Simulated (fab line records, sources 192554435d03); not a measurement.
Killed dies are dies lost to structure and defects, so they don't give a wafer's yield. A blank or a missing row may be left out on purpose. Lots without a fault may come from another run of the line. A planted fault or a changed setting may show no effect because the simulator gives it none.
Chamber matching | flow n5_finfet | N5_MOL_CONTACT_COAG_ALD_27 on ald_sin-03: 4 sister chambers
The step deposits SiOC, target thk 17 nm, pulse time 1.5 s, time 2720 s. 7 wafers are shown with their chamber, then 7 later ones without.

WAFERS WITH THEIR CHAMBER
wafer  | chamber | heater_power_w (W) | precursor_pulse_height_rel
L077.6 | 1       | 859                | 0.989
L080.3 | 3       | 779                | 0.988
L081.5 | 1       | 840                | 1.029
L084.2 | 0       | 688                | 0.996
L084.5 | 2       | 809                | 0.984
L087.1 | 0       | 701                | 1.000
L087.4 | 2       | 804                | 1.006

WAFERS WITHOUT THEIR CHAMBER
wafer  | heater_power_w (W) | precursor_pulse_height_rel
L087.6 | 712                | 1.003
L089.2 | 844                | 0.962
L089.3 | 712                | 1.002
L089.5 | 714                | 1.008
L092.1 | 850                | 0.990
L092.2 | 691                | 0.989
L092.6 | 791                | 1.000

WHICH CHAMBER EACH WENT THROUGH
wafer  | from the rows above     | in truth
L087.6 | 0                       | 0
L089.2 | can't be placed: 1 or 2 | 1
L089.3 | 0                       | 0
L089.5 | 0                       | 0
L092.1 | 1                       | 1
L092.2 | 0                       | 0
L092.6 | can't be placed: 3 or 2 | 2
Placed correctly: 5 of 7. Can't be placed from these rows: 2 (the true chamber is among the candidates in 2). Placed wrongly: 0.
How it was worked out, from the rows above alone: a wafer's distance from a chamber is the root of the sum, over the readings, of the square of ((its reading less the chamber's mean) divided by the reading's scatter). The wafer belongs to the nearest chamber; if the next one is less than 2 further off, it can't be placed. A chamber's mean is the mean of its shown wafers. The scatter: the root of (the sum of the squares of (reading less its chamber's mean) over the shown wafers, divided by (wafers less chambers)).
